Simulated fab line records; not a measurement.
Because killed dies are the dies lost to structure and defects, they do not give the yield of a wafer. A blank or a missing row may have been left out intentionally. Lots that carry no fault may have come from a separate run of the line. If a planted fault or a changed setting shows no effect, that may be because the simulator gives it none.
Which tool did it? ; flow n5-finfet ; 10 lots (28 wafers sampled), 1 step of a 1938-step route

WHAT THE GAUGES READ, wafer by wafer
N5_HKMG_FIN_THK_MEAS_70: measures by xrf.
lot;measured;on;HK_THK (nm)
L471;day 4 01:13;film-metro-01;1.593 1.606 1.605
L474;day 4 19:39;film-metro-02;1.599 1.643 1.647
L478;day 6 01:25;film-metro-01;1.607 1.597 1.605
L479;day 6 01:46;film-metro-01;1.598 1.601 1.597
L480;day 6 09:13;film-metro-02;1.564 1.613 1.608
L485;day 7 15:05;film-metro-01;1.604 1.592
L486;day 7 22:52;film-metro-01;1.603 1.603
L490;day 8 22:30;film-metro-01;1.650 1.619 1.659
L491;day 9 03:28;film-metro-02;1.657 1.609 1.634
L493;day 9 14:32;film-metro-02;1.665 1.612 1.603

WHICH TOOL RAN EACH LOT (tool, then ch and the chambers of the sampled wafers, then the start)
The record holds no process step before these readings.

THE ANSWER, worked out from the rows above alone
Rule: what is usual is taken from the lots themselves. The widest of any qualifying gaps counts: lots, ordered by their means at a reading, are off when they make up no more than a third of the lots, leave a main group of 4 or more, and stand apart from it by 3 or more times the standard deviation of that group's means. If all means in a main group match to the digits the tables above print for the reading, that group is not used. A lot without any number at a reading at which 4 lots or more have one is off too. The other lots that the step has rows for count as sound.
No lot is off at any reading shown: from this, nothing can be told.

WHAT HAD BEEN PUT IN BY THE SIMULATOR
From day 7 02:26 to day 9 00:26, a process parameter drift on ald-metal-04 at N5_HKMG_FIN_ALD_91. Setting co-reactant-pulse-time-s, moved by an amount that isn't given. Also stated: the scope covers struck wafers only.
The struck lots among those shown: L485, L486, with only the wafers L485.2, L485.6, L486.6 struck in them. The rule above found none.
